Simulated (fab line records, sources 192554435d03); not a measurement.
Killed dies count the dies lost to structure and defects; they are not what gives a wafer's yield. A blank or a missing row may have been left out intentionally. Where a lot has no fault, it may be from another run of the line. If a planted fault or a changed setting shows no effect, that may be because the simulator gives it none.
8D (eight disciplines) problem report, filled in by code -- flow n5Finfet -- the parts of the form that need people (team, actions taken, sign-off) are left out

1. WHAT IS WRONG
rawDefectCount at N5_BEOL_M9_INSPECT_58 reads a mean of 1416 on 6 wafers of 2 lots; wafers without a fault read 77 with a standard deviation of 24. That puts it +56 standard deviations away from the usual mean.
The step: inspects for defects (darkfield).
The first sign was on wafer L931.1 at day 14 15:07, on defectInspect-01. The record has a number at this step for 30 wafers belonging to 10 lots. Rule for "out" (also "out of limits"): further than 4 standard deviations from the usual mean. The other wafers with a number count as sound.

2. WHAT IT IS, WHAT IT ISN'T
question,is,is not
which readings at this step,rawDefectCount,-
which lots,"L931, L935","L914, L919, L920, L923, L925, L926, L930, L936"
which wafers of those lots,all that have a number,-
read on which gauges,defectInspect-01,defectInspect-02
when,from day 14 15:07,up to then (21 sound wafers); but 3 sound wafers of L936 came after

3. THE SUSPECTS, EACH WITH WHAT RULES IT OUT
Counting: any tool at a process step up to the reading is kept as a suspect provided that every lot that is out went through it and no sound lot did after the first of them.
- the gauge at N5_BEOL_M9_INSPECT_58: ruled out. All the wafers that are out were read on defectInspect-01, but those of them that N5_PASSIVATION_PROBE_49 has rows for are out there too, on other tools.
- cmp-01 at N5_BEOL_M9_CMP_52 (polishes, stops on SiCOH lowk, t overpolish 7 s, target thk 140 nm): kept. It ran every lot that is out, first L931 (day 14 14:42), and no sound lot after that; its last sound lot up to then is L923 (day 12 14:35).
- pecvd-02 at N5_BEOL_M9_PRE_CLEAN_55 (time 15 s): kept. It ran every lot that is out, first L931 (day 14 15:00), and no sound lot after that; its last sound lot up to then is L930 (day 13 21:33).
Left after counting: cmp-01 at N5_BEOL_M9_CMP_52, pecvd-02 at N5_BEOL_M9_PRE_CLEAN_55.

4. THE CAUSE (what the simulator had put in)
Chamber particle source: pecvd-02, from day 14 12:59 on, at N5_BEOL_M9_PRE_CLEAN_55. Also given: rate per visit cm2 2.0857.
Of the 2 suspects that counting leaves, this tool is one.

5. THE EFFECT CHAIN, in route order
Each row: a reading whose mean over the struck wafers that have a number lies more than 3 standard deviations from the usual. Readings are gone through only where the record gives a usual standard deviation; hours: the median, over the lots, of the time from a lot's start at the first step in this table giving one to that lot's start at this step; sigmas: the change measured in usual standard deviations.
hours,step,reading,usual,on struck wafers,change,sigmas
0,N5_BEOL_M9_INSPECT_58,rawDefectCount,77,1416,+1339,+56
2,N5_BEOL_M10_INSPECT_13,rawDefectCount,456,1913,+1457,+16
53,N5_PASSIVATION_PROBE_49,defectLimitedYield,91.0 %,79.7,-11.3,-7.6
53,N5_PASSIVATION_PROBE_49,killed_at_M4_up,14,170,+156,+28
53,N5_PASSIVATION_PROBE_49,killedDies,106,240,+134,+7.5
53,N5_PASSIVATION_PROBE_49,sort_bin_5_function,5.3 %,12.1,+6.8,+6.8
53,N5_PASSIVATION_PROBE_49,sortNPass,1074,940,-134,-7.5
53,N5_PASSIVATION_PROBE_49,sortYieldPct,91.0 %,79.7,-11.3,-7.6
Process steps it contains:
- N5_PASSIVATION_PROBE_49

6. WHAT WOULD HAVE CAUGHT IT SOONER
The first out-of-limits reading at a measuring or inspecting step in this record came at day 14 15:07, 2 hours after the fault's start at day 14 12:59.
Lots out: 2; of these, L935 started N5_BEOL_M9_PRE_CLEAN_55 on pecvd-02 after day 14 15:07. A hold on the tool at that time would have spared it.
